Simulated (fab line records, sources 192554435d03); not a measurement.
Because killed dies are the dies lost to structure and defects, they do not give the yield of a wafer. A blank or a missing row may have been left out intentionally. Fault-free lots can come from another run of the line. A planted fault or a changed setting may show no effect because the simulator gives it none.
fab line records	flow n5Finfet
[record] lots = 5	wafers = 15	lastDay = 15
route steps=1938 shown DUMMY_GATE@246 SPACER0@258 SD_EPI_N@262 BEOL_M4@1111
lots that met no fault: taken from a fault-free run of the same line
startH: hours from the record's opening day to when the first of the lot's shown wafers began	waitH: time in hours since the lot's previous step	" same as the row above	L1.1+2: a single row standing in for several wafers	- no value present, or no start provided	* or withheld: withheld	< > ~ a bound
route shown NAME@n: NAME is a module with steps in the file, n the number in the route of the first one	usual: mean/standard deviation of fault-free wafers	same: alike in all rows	chamber/n: place in a boat	sites: readings site by site	_std_site: the values' standard deviation	_edge_site: mean of outer sites minus mean of inner sites	radiusMm: for every site, how far away it sits from the centre of the wafer	mask NAME#n: copy n	behind: the last tool/chamber to shape the wafer	hold: why the lot went on hold/how many hours it stayed there/how the hold came to an end	device: the transistor (n, p or np) that didn't switch	end of line: the route-end tests of the same wafers	for a step that has no rows: nothing shown but its recipe	killed: at the first sort, the dies lost to defects and structure; wafer yield is something else	map: per-die view of a wafer (x killed, . not killed, _ where there is no die)
set.NAME: the setting that was run; set.NAME@STEP: the one run at that earlier step	model.NAME: the simulator's own value behind a step, which no gauge read
lots seen at some steps along the route; tables by step, rows by wafer
services: the hour from which a tool's chamber was out of use, counted from the record's first day as startH (under 0 if before that day), plus the number of hours and why
[[steps]]
[step N5_DUMMY_GATE_ETCH_32]
[recipe] chemistry = CF4	target = SiO2	targetDepthA = 35	timeS = 3.9	ionEnergyEv = 350	pressureMtorr = 10	icpW = 800	biasW = 400	cf4FlowSccm = 80
[step N5_DUMMY_GATE_ETCH_23]
[recipe] chemistry = HBr/Cl2/O2	HBr_flow_sccm = 150	Cl2_flow_sccm = 80	O2_flow_sccm = 12	biasW = 102	targetDepthA = 410	timeS = 22.3	target = poly-Si	maskMaterial = SiO2	pressureMtorr = 10	icpW = 800
[step N5_DUMMY_GATE_ETCH_44]
[recipe] chemistry = HBr/O2	overEtchFrac = 0.7	targetDepthA = 1275	stopOn = SiO2	ionEnergyEv = 60	biasW = 20	target = poly-Si	maskMaterial = SiO2	pressureMtorr = 20	icpW = 400	HBr_flow_sccm = 120	O2_flow_sccm = 10
[usual] chamberPressureMTorr = 19.999/0.018	drypumpMotorCurrentA = 5.5/0.5	oesProductAu = 0.734/0.013	throttleValvePct = 18.48/0.23
lot.wafer	tool	chamber	startH	waitH	chamberPressureMTorr	drypumpMotorCurrentA	oesProductAu	rfHoursCounterH	throttleValvePct
L141.2	rieSi-06	3	50.46	0.0	19.970	4.8	0.744	70	18.84
L141.4	"	0	"	"	19.989	5.5	0.740	130	18.42
L141.6	"	1	"	"	19.996	5.5	0.725	-	18.50
L147.1	rieSi-04	0	82.24	0.0	20.023	6.4	0.732	45	18.41
L147.4	"	1	"	"	19.973	6.1	0.759	58	18.05
L147.5	"	3	"	"	19.986	5.7	0.724	-	18.55
L148.2	rieSi-06	3	87.82	0.0	20.016	4.8	0.764	71	18.85
L148.3	"	0	"	"	20.012	5.5	0.746	130	18.42
L148.6	"	2	"	"	20.008	4.9	0.725	-	18.46
L156.3	rieSi-04	0	140.22	0.0	20.034	6.4	0.744	46	18.41
L156.4	"	1	"	"	19.982	6.1	0.746	59	18.06
L156.5	"	0	"	"	19.978	6.4	0.726	-	18.40
L158.1	rieSi-06	0	150.66	0.0	20.009	5.5	0.742	132	18.42
L158.3	"	2	"	"	19.993	4.8	0.734	2	18.47
L158.4	"	0	"	"	19.999	5.4	0.733	-	18.41
[step N5_DUMMY_GATE_CD_MEAS_24]
[recipe] targetCdNm = 15
[usual] cdNm = 14.7/0.5
lot.wafer	tool	chamber	startH	waitH	cdNm
L141.2	cdSem-01	-	50.57	0.1	14.2
L141.4	"	-	"	"	14.9
L141.6	"	-	"	"	14.8
L147.1	cdSem-01	-	82.35	0.1	14.2
L147.4	"	-	"	"	15.1
L147.5	"	-	"	"	14.1
L148.2	cdSem-03	-	87.93	0.1	14.4
L148.3	"	-	"	"	14.5
L148.6	"	-	"	"	14.2
L156.3	cdSem-03	-	140.34	0.1	15.1
L156.4	"	-	"	"	13.7
L156.5	"	-	"	"	14.3
L158.1	cdSem-03	-	150.77	0.1	14.4
L158.3	"	-	"	"	15.4
L158.4	"	-	"	"	15.1
[step N5_DUMMY_GATE_ETCH_42]
[recipe] chemistry = CHF3/O2	target = SiO2	targetDepthA = 35	timeS = 31	ionEnergyEv = 30	biasW = 12	pressureMtorr = 30	sourceW = 600	Ar_flow_sccm = 200	CHF3_flow_sccm = 50	O2_flow_sccm = 5
[usual] chamberPressureMTorr = 30.001/0.026	drypumpMotorCurrentA = 6.0/0.55	oesProductAu = 0.80/0.082	rfVppV = 42.1/1.1	showerheadPlenumPTorr = 2.40/0.078	throttleValvePct = 18.65/0.28
lot.wafer	tool	chamber	startH	waitH	chamberPressureMTorr	drypumpMotorCurrentA	oesProductAu	rfHoursCounterH	rfVppV	showerheadPlenumPTorr	throttleValvePct
L141.2	rieDiel-01	1	50.71	0.1	30.024	6.4	0.98	1	39.8	2.49	18.92
L141.4	"	2	"	"	29.992	6.8	0.83	-	41.8	2.33	18.23
L141.6	"	3	"	"	30.016	6.3	0.77	-	41.8	2.40	18.40
L147.1	rieDiel-02	3	82.40	0.0	30.024	6.0	0.74	142	43.9	2.40	19.05
L147.4	"	1	"	"	30.029	5.4	0.78	135	42.2	2.42	18.68
L147.5	"	3	"	"	30.026	6.0	0.74	-	42.8	2.40	19.04
L148.2	rieDiel-02	0	87.98	0.0	29.995	5.6	0.71	219	42.0	2.47	19.05
L148.3	"	3	"	"	30.011	6.0	0.73	143	42.3	2.40	19.03
L148.6	"	2	"	"	30.027	6.2	0.68	-	40.2	2.28	18.95
L156.3	rieDiel-04	2	140.38	0.0	29.958	5.7	0.73	155	41.6	2.30	18.53
L156.4	"	1	"	"	29.983	5.0	0.90	-	42.0	2.47	18.75
L156.5	"	3	"	"	29.999	6.7	0.81	-	42.8	2.31	18.43
L158.1	rieDiel-01	2	150.82	0.0	30.022	6.8	0.79	117	42.4	2.31	18.31
L158.3	"	0	"	"	30.002	5.1	0.90	27	42.3	2.34	18.27
L158.4	"	3	"	"	30.001	6.3	0.75	171	42.2	2.39	18.46
[step N5_DUMMY_GATE_STRIP_48]
[recipe] chemistry = N2/H2	timeS = 20	powerW = 100	tempC = 40	pressureMtorr = 100	rfFrequencyHz = 6e+07	biasPowerW = 3	n2FlowSccm = 300	h2FlowSccm = 300
[step N5_DUMMY_GATE_PRECLEAN_33]
[recipe] chemistry = dHF	timeS = 10	dilution = 750:1	tempC = 25
[step N5_DUMMY_GATE_PRECLEAN_25]
[recipe] chemistry = O3/DIW	timeS = 45	tempC = 22	o3Ppm = 10
[step N5_DUMMY_GATE_PRECLEAN_51]
[recipe] chemistry = SC2	timeS = 45	tempC = 35	mix = 1:1:50
[step N5_DUMMY_GATE_SRD_26]
[recipe] dry = ipaMarangoni	timeS = 30	tempC = 23	rinseLiquid = diw
[step N5_DUMMY_GATE_UV_OZONE_45]
[recipe] timeS = 120	pressureTorr = 760	tempC = 25
[step N5_DUMMY_GATE_INSPECT_27]
[recipe] inspectInstrument = brightfield	mode = aei
[usual] rawDefectCount = 302/76
lot.wafer	tool	chamber	startH	waitH	rawDefectCount
L141.2	defectInspect-01	-	50.95	0.0	310
L141.4	"	-	"	"	401
L141.6	"	-	"	"	336
L147.1	defectInspect-01	-	82.63	0.0	323
L147.4	"	-	"	"	360
L147.5	"	-	"	"	329
L148.2	defectInspect-02	-	88.22	0.0	236
L148.3	"	-	"	"	286
L148.6	"	-	"	"	283
L156.3	defectInspect-01	-	140.62	0.0	287
L156.4	"	-	"	"	299
L156.5	"	-	"	"	322
L158.1	defectInspect-01	-	151.05	0.0	243
L158.3	"	-	"	"	282
L158.4	"	-	"	"	281
[step N5_SPACER0_ALD_07]
[recipe] material = SiNx	targetThkA = 20	tempC = 400	aldPrecursorFamily = SiH2I2	aldCoReactant = N2/H2-plasma	pressureTorr = 2
[usual] heaterPowerW = 848/110	susceptorTempC = 399.98/0.23
lot.wafer	tool	chamber	startH	waitH	heaterPowerW	susceptorTempC	model.SiNx_of_SPACER0_ALD_07.thkNm
L141.2	aldSin-03	1	50.98	0.0	731	399.89	2
L141.4	"	2	"	"	932	399.62	2
L141.6	"	0	"	"	836	400.21	2
L147.1	aldSin-01	1	82.67	0.0	815	399.40	2
L147.4	"	0	"	"	613	400.41	2
L147.5	"	2	"	"	1093	399.79	2
L148.2	aldSin-04	2	88.49	0.3	966	400.07	2
L148.3	"	3	"	"	804	400.00	2
L148.6	"	1	"	"	762	400.09	2
L156.3	aldSin-04	3	140.65	0.0	794	399.84	2
L156.4	"	1	"	"	795	399.97	2
L156.5	"	3	"	"	785	399.98	2
L158.1	aldSin-04	2	151.18	0.1	981	400.02	2
L158.3	"	1	"	"	777	400.30	2.6
L158.4	"	0	"	"	764	399.68	2
[step N5_SPACER0_ALD_00]
[recipe] material = SiOCN	targetThkA = 35	tempC = 400	aldPrecursorFamily = alkyl-aminosilane	aldCoReactant = O2/N2-plasma	pulseTimeS = 3	purgeTimeS = 2	coReactantPurgeTimeS = 2	aldCycles = 58	pressureTorr = 2
[step N5_SPACER0_ALD_08]
[recipe] material = SiNx	targetThkA = 20	tempC = 400	aldPrecursorFamily = SiH2I2	aldCoReactant = N2/H2-plasma	pressureTorr = 2
[step N5_SPACER0_INSPECT_04]
[recipe] inspectInstrument = darkfield	mode = postDep
[usual] rawDefectCount = 138/34
lot.wafer	tool	chamber	startH	waitH	rawDefectCount
L141.2	defectInspect-01	-	51.55	0.1	154
L141.4	"	-	"	"	199
L141.6	"	-	"	"	156
L147.1	defectInspect-02	-	83.24	0.1	150
L147.4	"	-	"	"	181
L147.5	"	-	"	"	176
L148.2	defectInspect-02	-	89.05	0.1	96
L148.3	"	-	"	"	119
L148.6	"	-	"	"	131
L156.3	defectInspect-02	-	141.22	0.1	158
L156.4	"	-	"	"	152
L156.5	"	-	"	"	175
L158.1	defectInspect-01	-	151.75	0.1	117
L158.3	"	-	"	"	99
L158.4	"	-	"	"	104
[step N5_SD_EPI_N_COAT_32]
[recipe] resist = SOC	tempC = 250	timeS = 60	spinRpm = 1500	resistThkNm = 350
[step N5_SD_EPI_N_COAT_33]
[recipe] resist = SiARC	tempC = 220	timeS = 60	spinRpm = 1500	resistThkNm = 35
[step N5_SD_EPI_N_COAT_03]
[recipe] resist = CAR-ArF-block	spinRpm = 1500	resistThkNm = 150
[step N5_SD_EPI_N_EBR_05]
[recipe] solvent = PGMEA	ebrWidthMm = 1.5
[step N5_SD_EPI_N_SOFTBAKE_04]
[recipe] tempC = 110	timeS = 60	resist = CAR-ArF-block
[step N5_SD_EPI_N_EXPOSE_06]
[recipe] maskId = SD_N_BLK	na = 1.35	sourceShape = conventional	sigmaOuter = 0.8	polarization = unpolarized	targetCdNm = 120	doseMj = 39.75
[step N5_SD_EPI_N_PEB_07]
[recipe] pebTempC = 110	pebTimeS = 60	resist = CAR-ArF-block
[step N5_SD_EPI_N_DEVELOP_08]
[recipe] developTimeS = 30	developer = TMAH	resist = CAR-ArF-block	devTempC = 23	rinseLiquid = diw	dry = airSpin
[step N5_SD_EPI_N_CD_MEAS_09]
[recipe] targetCdNm = 120	landingEnergyEv = 500	detector = seInlens
[usual] cdNm = 120.0/0.88
lot.wafer	tool	chamber	startH	waitH	cdNm
L141.2	cdSem-03	0	51.95	-	120.4
L141.4	"	0	"	"	119.1
L141.6	"	0	"	"	118.3
L147.1	cdSem-01	0	83.63	-	120.2
L147.4	"	0	"	"	122.1
L147.5	"	0	"	"	121.3
L148.2	cdSem-01	0	89.45	-	120.4
L148.3	"	0	"	"	120.1
L148.6	"	0	"	"	120.0
L156.3	cdSem-02	0	141.62	-	119.9
L156.4	"	0	"	"	119.7
L156.5	"	0	"	"	121.2
L158.1	cdSem-02	0	152.02	-	118.6
L158.3	"	0	"	"	119.9
L158.4	"	0	"	"	119.7
[step N5_SD_EPI_N_OVL_MEAS_10]
[recipe] pointsPerWafer = 44
[usual] SD_N_BLK_OVL = 0.2/0.7
lot.wafer	tool	chamber	startH	waitH	SD_N_BLK_OVL[nm]
L141.2	overlay-02	0	51.98	0.0	0.0
L141.4	"	0	"	"	1.7
L141.6	"	0	"	"	1.4
L147.1	overlay-02	0	83.66	0.0	0.0
L147.4	"	0	"	"	0.2
L147.5	"	0	"	"	-0.6
L148.2	overlay-02	0	89.48	0.0	0.1
L148.3	"	0	"	"	-0.1
L148.6	"	0	"	"	-0.4
L156.3	overlay-01	0	141.65	0.0	1.0
L156.4	"	0	"	"	0.5
L156.5	"	0	"	"	0.6
L158.1	overlay-01	0	152.05	0.0	-0.9
L158.3	"	0	"	"	-0.5
L158.4	"	0	"	"	0.0
[step N5_SD_EPI_N_INSPECT_11]
[recipe] mode = adi	inspectInstrument = macro
[usual] rawDefectCount = 1.8/1.4
lot.wafer	tool	chamber	startH	waitH	rawDefectCount
L141.2	defectInspect-01	-	52.01	0.0	0
L141.4	"	-	"	"	5
L141.6	"	-	"	"	2
L147.1	defectInspect-02	-	83.69	0.0	2
L147.4	"	-	"	"	2
L147.5	"	-	"	"	3
L148.2	defectInspect-01	-	89.51	0.0	4
L148.3	"	-	"	"	1
L148.6	"	-	"	"	1
L156.3	defectInspect-01	-	141.67	0.0	4
L156.4	"	-	"	"	4
L156.5	"	-	"	"	0
L158.1	defectInspect-01	-	152.07	0.0	0
L158.3	"	-	"	"	1
L158.4	"	-	"	"	5
[step N5_SD_EPI_N_DESCUM_14]
[recipe] chemistry = O2	timeS = 7.9	sourcePowerW = 50	biasPowerW = 20	pressureMtorr = 20	rfFrequencyHz = 2.712e+07	tempC = 40	resist = CAR-ArF-block	o2FlowSccm = 225
[step N5_SD_EPI_N_ETCH_34]
[recipe] chemistry = CF4	target = SiARC	targetDepthA = 455	maskMaterial = CAR-ArF-block	timeS = 75.8	ionEnergyEv = 80	pressureMtorr = 40	sourceW = 545	biasW = 36	Ar_flow_sccm = 100	cf4FlowSccm = 100	ends = cleared
[step N5_SD_EPI_N_ETCH_35]
[recipe] chemistry = N2/H2	target = SOC	overetchA = 1080	maskMaterial = SiARC	tempC = 40	ionEnergyEv = 100	sourceW = 3000	biasW = 133	pressureMtorr = 20	timeS = 486	n2FlowSccm = 200	h2FlowSccm = 200
[step N5_SD_EPI_N_STRIP_36]
[recipe] chemistry = N2/H2	tempC = 40	n2FlowSccm = 200	h2FlowSccm = 200	rfFrequencyHz = 6e+07
[step N5_SD_EPI_N_ETCHBACK_44]
[recipe] chemistry = CH3F/O2	mode = anisotropicEtchback	target = SiNx	targetDepthA = 145	stopOn = SiO2	overEtchFrac = 0.3	ionEnergyEv = 120	pressureMtorr = 30	sourceW = 395	biasW = 73	Ar_flow_sccm = 150	CH3F_flow_sccm = 30	O2_flow_sccm = 20
[usual] chamberPressureMTorr = 29.998/0.028	drypumpMotorCurrentA = 5.5/0.52	oesProductAu = 0.67/0.082	rfVppV = 295/7.2	showerheadPlenumPTorr = 2.00/0.051	throttleValvePct = 16.43/0.22
lot.wafer	tool	chamber	startH	waitH	chamberPressureMTorr	drypumpMotorCurrentA	oesProductAu	rfHoursCounterH	rfVppV	showerheadPlenumPTorr	throttleValvePct
L141.2	rieDiel-06	2	52.46	0.0	29.991	4.7	0.60	205	289	1.97	16.56
L141.4	"	2	"	"	29.972	4.7	0.60	-	290	1.97	16.55
L141.6	"	3	"	"	30.012	4.8	0.62	-	294	2.11	16.65
L147.1	rieDiel-05	3	84.14	0.0	30.010	6.1	0.64	164	295	1.99	16.47
L147.4	"	2	"	"	29.978	4.8	0.65	-	283	1.93	16.41
L147.5	"	0	"	"	29.980	5.9	0.80	-	292	1.97	16.36
L148.2	rieDiel-05	1	89.96	0.0	29.970	5.1	0.80	1	306	2.04	16.07
L148.3	"	2	"	"	29.954	4.8	0.65	131	283	1.93	16.41
L148.6	"	3	"	"	29.994	6.1	0.63	-	296	1.99	16.47
L156.3	rieDiel-06	1	142.17	0.0	30.013	5.9	0.60	216	295	1.98	16.72
L156.4	"	0	"	"	30.025	5.3	0.79	19	290	2.06	16.02
L156.5	"	0	"	"	29.953	5.3	0.78	-	289	2.06	16.01
L158.1	rieDiel-06	0	152.52	0.0	29.945	5.2	0.78	23	287	2.06	16.04
L158.3	"	2	"	"	30.007	4.7	0.58	244	288	1.96	16.63
L158.4	"	1	"	"	30.009	5.9	0.59	220	294	1.98	16.76
[step N5_SD_EPI_N_ETCH_45]
[recipe] chemistry = CH3F/O2	target = SiOCN	targetDepthA = 60	maskMaterial = SOC	ionEnergyEv = 60	biasW = 29	pressureMtorr = 15	sourceW = 410	Ar_flow_sccm = 150	CH3F_flow_sccm = 30	O2_flow_sccm = 20
[step N5_SD_EPI_N_ETCH_16]
[recipe] chemistry = CHF3/O2	target = SiO2	targetDepthA = 50	maskMaterial = SOC	pressureMtorr = 30	sourceW = 650	biasW = 170	Ar_flow_sccm = 200	CHF3_flow_sccm = 50	O2_flow_sccm = 5	ionEnergyEv = 200
[step N5_SD_EPI_N_STRIP_47]
[recipe] chemistry = CHF3/O2	resist = SiARC	rfFrequencyHz = 6e+07
[step N5_SD_EPI_N_SD_RECESS_17]
[recipe] chemistry = HBr/Cl2/O2	targetDepthA = 410	maskMaterial = SOC	timeS = 23.7	btTimeS = 3	pressureMtorr = 10	icpW = 800	biasW = 112	HBr_flow_sccm = 150	Cl2_flow_sccm = 80	O2_flow_sccm = 12
[usual] chamberPressureMTorr = 9.999/0.0093	drypumpMotorCurrentA = 5.7/0.44	oesProductAu = 0.999/0.011	throttleValvePct = 37.0/0.43
lot.wafer	tool	chamber	startH	waitH	chamberPressureMTorr	drypumpMotorCurrentA	oesProductAu	rfHoursCounterH	throttleValvePct
L141.2	rieSi-03	1	52.73	0.0	9.994	6.6	0.985	68	37.3
L141.4	"	2	"	"	10.001	5.5	1.006	145	36.9
L141.6	"	3	"	"	9.990	6.0	1.011	-	36.8
L147.1	rieSi-01	3	84.41	0.0	10.000	5.4	1.003	104	37.6
L147.4	"	2	"	"	10.016	5.7	0.996	111	37.0
L147.5	"	0	"	"	9.988	5.9	0.999	-	37.3
L148.2	rieSi-01	1	90.23	0.0	9.996	5.3	1.001	105	36.1
L148.3	"	2	"	"	9.982	5.7	0.995	111	37.0
L148.6	"	1	"	"	10.009	5.4	1.010	-	36.2
L156.3	rieSi-05	3	142.44	0.0	9.998	4.9	0.986	10	37.4
L156.4	"	1	"	"	10.000	6.4	1.011	108	37.2
L156.5	"	2	"	"	9.986	5.6	1.009	-	37.1
L158.1	rieSi-05	2	152.80	0.0	10.010	5.6	0.993	169	37.1
L158.3	"	1	"	"	9.994	6.5	1.008	108	37.2
L158.4	"	3	"	"	9.998	4.9	0.980	10	37.4
[step N5_SD_EPI_N_STRIP_38]
[recipe] chemistry = N2/H2	powerW = 1000	tempC = 250	h2Frac = 0.65	overashFraction = 0.3	pressureMtorr = withheld	n2FlowSccm = 1750	h2FlowSccm = 3250
[usual] drypumpMotorCurrentA = 5.6/0.44	heaterPowerW = 338/28	oesProductAu = 0.760/0.011
lot.wafer	tool	chamber	startH	waitH	drypumpMotorCurrentA	heaterPowerW	oesProductAu	rfHoursCounterH
L141.2	plasmaAsher-02	1	52.82	0.1	5.4	348	0.751	84
L141.4	"	1	"	"	5.5	345	0.758	-
L141.6	"	1	"	"	5.4	346	0.756	-
L147.1	plasmaAsher-01	1	84.50	0.1	5.6	371	0.737	38
L147.4	"	0	"	"	6.1	302	0.748	-
L147.5	"	1	"	"	5.7	379	0.776	-
L148.2	plasmaAsher-02	1	90.32	0.1	5.5	345	0.764	91
L148.3	"	1	"	"	5.4	356	0.761	-
L148.6	"	0	"	"	4.9	327	0.757	-
L156.3	plasmaAsher-02	0	142.55	0.1	4.9	326	0.762	-
L156.4	"	1	"	"	5.5	345	0.750	-
L156.5	"	1	"	"	5.4	356	0.768	-
L158.1	plasmaAsher-01	1	152.89	0.1	5.7	378	0.768	49
L158.3	"	0	"	"	6.1	307	0.766	-
L158.4	"	1	"	"	5.7	369	0.754	-
[step N5_SD_EPI_N_WET_ETCH_43]
[recipe] chemistry = dHF	dilution = withheld	timeS = 14	target = SiO2	targetDepthA = 15	tempC = 25
[step N5_SD_EPI_N_STRIP_18]
[recipe] chemistry = SPM	timeS = 750	tempC = 130	h2so4H2o2VolRatio = 4
[step N5_SD_EPI_N_SRD_20]
[recipe] dry = ipaMarangoni	doPpb = 5	timeS = 30	tempC = 23	rinseLiquid = diw
[step N5_SD_EPI_N_PRECLEAN_48]
[recipe] chemistry = NF3:NH3	afsCycles = 2	tempC = 30	timeS = 20	sublimationTempC = 180	sublimationTimeS = 60	pressureTorr = 3	rfPowerW = 30
[step N5_SD_EPI_N_VAPOR_ETCH_50]
[recipe] chemistry = HCl	target = Si	tempC = 775	timeS = 54	pressureTorr = 20	mode = isotropic
[step N5_BEOL_M4_RC_MEAS_101]
[usual] DIBL_N = 36.9/2.1	DIBL_P = 37.1/2.5	IOFF_N = 0.17/0.039	IOFF_P = 0.23/0.043	ION_N = 673/15	ION_P = 462/9.1	REXT_N = 75.2/1.6	REXT_P = 100.8/2.7	SS_N = 71.8/0.69	SS_P = 73.6/0.74	VT_N = 250/3.6	VT_P = -249.7/2.9
lot.wafer	tool	chamber	startH	waitH	DIBL_N[mV/V]	DIBL_P[mV/V]	IOFF_N[nA/um]	IOFF_P[nA/um]	ION_N[uA/um]	ION_P[uA/um]	REXT_N[ohm.um]	REXT_P[ohm.um]	SS_N[mV/dec]	SS_P[mV/dec]	VT_N[mV]	VT_P[mV]
L141.2	prober-01	0	185.74	0.2	36.8	37.2	0.15	0.17	656	444	74.6	103.5	71.6	72.9	253	-253.3
L141.4	"	0	"	"	35.9	36.2	0.14	0.17	670	448	74.9	105.2	71.2	72.6	253	-256.1
L141.6	"	0	"	"	37.9	38.3	0.18	0.20	670	457	74.7	103.6	71.5	73.4	250	-251.9
L147.1	prober-01	0	198.18	0.0	39.4	40.2	0.21	0.28	685	467	75.7	99.2	72.0	73.8	248	-244.5
L147.4	"	0	"	"	36.6	37.0	0.14	0.22	651	444	78.3	100.4	71.7	72.9	253	-250.8
L147.5	"	0	"	"	38.8	39.3	0.19	0.26	667	462	77.2	100.0	71.9	73.0	249	-246.6
L148.2	prober-02	0	205.53	0.2	39.2	38.0	0.18	0.25	682	468	75.7	99.1	72.1	74.3	248	-247.4
L148.3	"	0	"	"	39.5	38.7	0.19	0.27	658	455	77.1	99.3	72.3	73.8	249	-248.0
L148.6	"	0	"	"	38.4	36.9	0.16	0.23	674	465	75.3	97.7	71.6	73.3	249	-250.0
L156.3	prober-02	0	260.14	0.3	35.9	36.5	0.14	0.18	666	454	76.1	101.0	71.8	73.7	254	-255.0
L156.4	"	0	"	"	40.8	42.8	0.24	0.28	692	468	74.9	101.0	72.4	75.5	248	-251.3
L156.5	"	0	"	"	39.0	40.2	0.19	0.24	670	459	75.3	100.2	71.9	74.9	248	-250.4
L158.1	prober-01	0	267.24	0.0	38.3	39.8	0.20	0.27	673	466	76.8	103.0	71.8	73.5	248	-246.5
L158.3	"	0	"	"	29.9	31.2	0.09	0.12	642	443	83.2	112.0	70.0	71.6	259	-261.4
L158.4	"	0	"	"	34.1	33.8	0.13	0.17	647	449	75.1	104.2	70.8	72.3	252	-254.0
[[services]]
tool	chamber	startH	hours	kind
rieDiel-02	1	29.51	5.5	repair
rieDiel-01	3	31.66	14.4	repair
rieDiel-01	-	38.35	2.0	repair
aldSin-01	-	39.70	2.8	pm
aldSin-04	0	39.99	2.1	repair
aldSin-01	0	48.83	4.5	repair
rieSi-01	0	52.51	6.1	repair
rieSi-01	3	56.00	24.3	repair
aldSin-01	0	60.50	4.5	repair
rieDiel-02	3	63.87	10.9	repair
rieSi-04	3	64.17	4.2	repair
rieDiel-02	3	75.88	2.6	repair
aldSin-01	-	85.25	14.0	pm
plasmaAsher-01	-	90.85	2.3	repair
aldSin-04	0	94.13	16.4	repair
rieSi-05	3	96.32	5.7	repair
aldSin-03	-	96.95	6.1	pm
aldSin-01	-	99.25	14.6	pm
rieDiel-06	0	100.78	9.1	repair
rieSi-06	1	103.48	8.0	repair
rieDiel-04	2	114.20	1.9	repair
rieDiel-06	-	119.48	4.4	repair
rieDiel-06	0	124.63	1.7	repair
rieSi-06	1	146.47	8.6	repair
[[key]]
[firstSign] step = N5_BEOL_M4_RC_MEAS_101	reading = REXT_N	direction = up	sigmas = 4.9	usual = 75.2	struck = 83.2
[effect] step = N5_BEOL_M4_RC_MEAS_101	reading = REXT_P	direction = up	sigmas = 4.1	usual = 100.8	struck = 112.0
[effect] step = N5_BEOL_M4_RC_MEAS_101	reading = VT_P	direction = down	sigmas = 4	usual = -249.7	struck = -261.4
[modelEffect] step = N5_SPACER0_ALD_07	value = SiNx_of_SPACER0_ALD_07.thkNm	without = 2	struck = 2.6
metAt N5_SPACER0_ALD_07
struckWafers L158.3
sortLeftOut L158.3
onsetBetween 140.65 151.18
[fault] kind = processParameterDrift	tool = aldSin-04	chamber = -	onsetH = 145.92	steps = N5_SPACER0_ALD_07	channel = targetThkA	offset = *	shape = step	endH = 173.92	scope = struckWafersOnly	actsIn = *	stated = *
// sortLeftOut: the simulated sort isn't trusted on such a fault, so these wafers' sort isn't shown, and their yield isn't known
